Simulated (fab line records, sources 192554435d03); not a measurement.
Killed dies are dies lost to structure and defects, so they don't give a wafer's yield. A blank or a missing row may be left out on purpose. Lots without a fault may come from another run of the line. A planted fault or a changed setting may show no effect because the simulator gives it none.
Which tool did it? | flow n5_finfet | 11 lots, 33 wafers sampled, at 5 steps of a route of 1938

WHAT THE GAUGES READ, wafer by wafer
N5_BEOL_M4_RC_MEAS_101. Usual: DIBL_N 36.4 mV/V, standard deviation 2.7; DIBL_P 36 mV/V, standard deviation 3.2; IOFF_N 0.16 nA/um, standard deviation 0.046; IOFF_P 0.21 nA/um, standard deviation 0.055; ION_N 677 uA/um, standard deviation 15; ION_P 464 uA/um, standard deviation 11; SS_N 71.5 mV/dec, standard deviation 0.79; SS_P 73.3 mV/dec, standard deviation 0.93; VT_N 250 mV, standard deviation 4.1; VT_P -251 mV, standard deviation 4.4.
lot  | measured     | on        | DIBL_N (mV/V)  | DIBL_P (mV/V) | IOFF_N (nA/um) | IOFF_P (nA/um) | ION_N (uA/um) | ION_P (uA/um) | SS_N (mV/dec)  | SS_P (mV/dec)  | VT_N (mV)   | VT_P (mV)      | flag
L242 | day 7 22:32  | prober-02 | 37.0 43.5 39.5 | 35 44 38      | 0.16 0.32 0.22 | 0.21 0.42 0.29 | 680 733 692   | 467 500 479   | 71.0 72.7 71.5 | 73.8 76.2 73.5 | 249 242 244 | -249 -240 -245 |
L244 | day 8 21:05  | prober-01 | 38.3 37.2 35.4 | 40 38 36      | 0.22 0.19 0.16 | 0.36 0.28 0.26 | 695 691 682   | 487 478 481   | 72.9 72.2 72.0 | 73.0 73.6 73.0 | 242 245 248 | -239 -242 -243 |
L249 | day 10 14:48 | prober-02 | 38.0 36.2 37.5 | 36 36 36      | 0.17 0.13 0.17 | 0.23 0.22 0.21 | 672 671 683   | 461 461 460   | 72.2 71.8 72.0 | 73.8 72.7 73.7 | 249 255 249 | -250 -250 -252 |
L248 | day 10 16:34 | prober-01 | 32.3 36.5 33.2 | 32 38 33      | 0.10 0.17 0.11 | 0.15 0.23 0.16 | 669 687 665   | 465 472 458   | 70.9 71.7 70.6 | 71.4 72.6 71.4 | 255 248 251 | -253 -250 -252 |
L254 | day 11 23:30 | prober-01 | 34.6 39.2 42.8 | 35 41 45      | 0.13 0.20 0.29 | 0.16 0.24 0.35 | 667 671 698   | 461 459 474   | 71.4 72.4 73.4 | 72.8 74.0 75.4 | 254 251 245 | -254 -249 -246 |
L256 | day 12 11:10 | prober-01 | 34.2 35.1 39.3 | 34 34 39      | 0.13 0.13 0.24 | 0.17 0.17 0.25 | 651 663 680   | 447 452 458   | 71.6 70.4 72.6 | 73.1 72.6 73.8 | 251 252 247 | -252 -252 -247 |
L259 | day 12 22:44 | prober-02 | 34.7 37.8 34.3 | 35 41 36      | 0.13 0.18 0.12 | 0.14 0.22 0.16 | 667 671 658   | 445 450 445   | 71.0 72.3 71.2 | 72.4 73.9 72.7 | 255 251 254 | -255 -253 -258 |
L260 | day 13 05:12 | prober-02 | 36.9 37.6 37.0 | 38 37 36      | 0.17 0.17 0.17 | 0.24 0.24 0.22 | 689 675 676   | 475 466 454   | 71.3 72.1 71.6 | 74.3 74.6 74.0 | 247 249 248 | -247 -248 -247 |
L262 | day 14 04:37 | prober-02 | 36.8 37.1 37.0 | 37 38 38      | 0.19 0.20 0.17 | 0.23 0.23 0.23 | 697 694 673   | 475 466 466   | 71.2 71.2 71.6 | 72.9 73.8 74.1 | 246 246 247 | -248 -253 -251 |
L264 | day 14 07:26 | prober-01 | 28.6 32.5 32.1 | 29 32 33      | 0.06 0.11 0.11 | 0.09 0.12 0.13 | 633 658 677   | 435 440 462   | 70.3 71.0 70.6 | 70.7 71.9 71.7 | 264 256 253 | -265 -259 -259 |
L263 | day 14 07:22 | prober-02 | 40.0 36.7 41.0 | 38 34 40      | 0.21 0.14 0.23 | 0.22 0.16 0.25 | 677 659 689   | 457 448 467   | 72.4 71.2 72.3 | 73.5 72.5 74.2 | 249 253 247 | -253 -257 -252 |

WHICH TOOL RAN EACH LOT (tool, then ch and the chambers of the sampled wafers, then the start)
lot  | N5_BEOL_M2_SPUTTER_90        | N5_BEOL_M2_PRE_CLEAN_60          | N5_BEOL_M3_HM_DEP_02         | N5_BEOL_M3_COAT_05
L242 | pvd_sputter-03, day 7 01:19  | cvd_co-02 ch 1,2, day 7 02:59    | pvd_sputter-03, day 7 04:19  | litho_track-04 ch 0, day 7 04:26
L244 | pvd_sputter-03, day 7 10:13  | cvd_co-01 ch 0,1, day 7 11:44    | pvd_sputter-01, day 7 13:53  | litho_track-04 ch 0, day 7 14:01
L249 | pvd_sputter-02, day 9 09:38  | cvd_co-02 ch 1,2, day 9 11:07    | pvd_sputter-03, day 9 11:47  | litho_track-03 ch 0, day 9 11:55
L248 | pvd_sputter-01, day 9 10:49  | cvd_co-02 ch 1,2, day 9 12:23    | pvd_sputter-01, day 9 13:31  | litho_track-04 ch 0, day 9 13:40
L254 | pvd_sputter-02, day 10 17:25 | cvd_co-01 ch 0,1,2, day 10 18:55 | pvd_sputter-03, day 10 21:43 | litho_track-04 ch 0, day 10 21:51
L256 | pvd_sputter-01, day 10 20:07 | cvd_co-02 ch 0,1,2, day 10 21:40 | pvd_sputter-03, day 10 22:45 | litho_track-04 ch 0, day 10 22:53
L259 | pvd_sputter-01, day 11 10:34 | cvd_co-02 ch 0,2, day 11 12:03   | pvd_sputter-02, day 11 13:29 | litho_track-03 ch 0, day 11 13:37
L260 | pvd_sputter-01, day 11 23:55 | cvd_co-01 ch 0,1,2, day 12 01:41 | pvd_sputter-03, day 12 02:34 | litho_track-03 ch 0, day 12 02:41
L262 | pvd_sputter-01, day 12 20:58 | cvd_co-02 ch 0,1,2, day 12 22:32 | pvd_sputter-03, day 12 23:38 | litho_track-01 ch 0, day 12 23:46
L264 | pvd_sputter-01, day 13 02:35 | cvd_co-02 ch 1,2, day 13 04:05   | pvd_sputter-01, day 13 05:20 | litho_track-01 ch 0, day 13 05:29
L263 | pvd_sputter-02, day 13 02:57 | cvd_co-01 ch 1,2, day 13 04:41   | pvd_sputter-03, day 13 05:28 | litho_track-03 ch 0, day 13 05:36
- N5_BEOL_M2_SPUTTER_90: material Cu, target thk 4.5 nm, time 8.29 s.
- N5_BEOL_M2_PRE_CLEAN_60: time 15 s.
- N5_BEOL_M3_HM_DEP_02: deposits TiN, target thk 20 nm.
- N5_BEOL_M3_COAT_05: resist thk 30 nm.

WHAT THE TOOLS THEMSELVES READ (means of the sampled wafers that have a number; where no wafer has one, the mark that the record gives instead)
N5_BEOL_M2_SPUTTER_90. Usual: throttle_valve_pct 29.8 %, standard deviation 0.98.
lot  | tool           | throttle_valve_pct (%) | flag
L242 | pvd_sputter-03 | 29.5                   |
L244 | pvd_sputter-03 | 29.9                   |
L249 | pvd_sputter-02 | 30.6                   |
L248 | pvd_sputter-01 | 30.0                   |
L254 | pvd_sputter-02 | 29.4                   |
L256 | pvd_sputter-01 | 30.0                   |
L259 | pvd_sputter-01 | 29.4                   |
L260 | pvd_sputter-01 | 29.8                   |
L262 | pvd_sputter-01 | 29.8                   |
L264 | pvd_sputter-01 | 29.8                   |
L263 | pvd_sputter-02 | 30.5                   |

N5_BEOL_M2_PRE_CLEAN_60. Usual: heater_power_w 74 W, standard deviation 30.
lot  | tool      | heater_power_w (W) | flag
L242 | cvd_co-02 | 79                 |
L244 | cvd_co-01 | 104                |
L249 | cvd_co-02 | 54                 |
L248 | cvd_co-02 | 78                 |
L254 | cvd_co-01 | 80                 |
L256 | cvd_co-02 | 72                 |
L259 | cvd_co-02 | 89                 |
L260 | cvd_co-01 | 81                 |
L262 | cvd_co-02 | 72                 |
L264 | cvd_co-02 | 79                 |
L263 | cvd_co-01 | 66                 |

N5_BEOL_M3_HM_DEP_02. Usual: throttle_valve_pct 29.7 %, standard deviation 1.1.
lot  | tool           | throttle_valve_pct (%) | flag
L242 | pvd_sputter-03 | 30.3                   |
L244 | pvd_sputter-01 | 29.0                   |
L249 | pvd_sputter-03 | 30.2                   |
L248 | pvd_sputter-01 | 29.6                   |
L254 | pvd_sputter-03 | 29.5                   |
L256 | pvd_sputter-03 | 29.5                   |
L259 | pvd_sputter-02 | 30.2                   |
L260 | pvd_sputter-03 | 29.0                   |
L262 | pvd_sputter-03 | 30.3                   |
L264 | pvd_sputter-01 | 29.7                   |
L263 | pvd_sputter-03 | 30.2                   |

N5_BEOL_M3_COAT_05. Usual: spin_speed_rpm 1500.0 rpm, standard deviation 1.
lot  | tool           | spin_speed_rpm (rpm) | flag
L242 | litho_track-04 | 1498.7               |
L244 | litho_track-04 | 1499.5               |
L249 | litho_track-03 | 1499.9               |
L248 | litho_track-04 | 1500.6               |
L254 | litho_track-04 | 1288.1               | OFF
L256 | litho_track-04 | 1288.3               | OFF
L259 | litho_track-03 | 1499.3               |
L260 | litho_track-03 | 1500.2               |
L262 | litho_track-01 | 1500.3               |
L264 | litho_track-01 | 1500.3               |
L263 | litho_track-03 | 1499.1               |

THE ANSWER, worked out from the rows above alone
Rule: a lot is off if the mean of its wafers that have a number lies more than 3 standard deviations from the usual mean. A lot without any number at a reading at which 4 lots or more have one is off too. The other lots that the step has rows for count as sound. The gauges are gone through in route order, then the tools' own readings, and for those a lot's mean is taken as printed above. The first step at which some lot is off is used, and at that step the reading that is off furthest; a lot without a number counts as furthest.
Off: L254, L256, at N5_BEOL_M3_COAT_05 (spin_speed_rpm).
A tool fits if, at that step or a process step before it, it ran every lot that is off, and no sound lot after the first of them. One fits: litho_track-04 at N5_BEOL_M3_COAT_05. Its last sound lot is L248 (day 9 13:40), its first lot that is off L254 (day 10 21:51): a fault that began between those two fits.
The tool's own readings at N5_BEOL_M3_COAT_05 bear it out: on the lots that are off they differ by more than 5 times the standard deviation of the sound lots' means. spin_speed_rpm reads 1288.2 rpm there against 1499.8 rpm on the sound lots.

WHAT THE SIMULATOR HAD PUT IN
Process parameter drift: litho_track-04, from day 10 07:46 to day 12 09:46, at N5_BEOL_M3_COAT_05. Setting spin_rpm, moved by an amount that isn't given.
Lots struck among those shown: L254, L256. The rule above found the same.
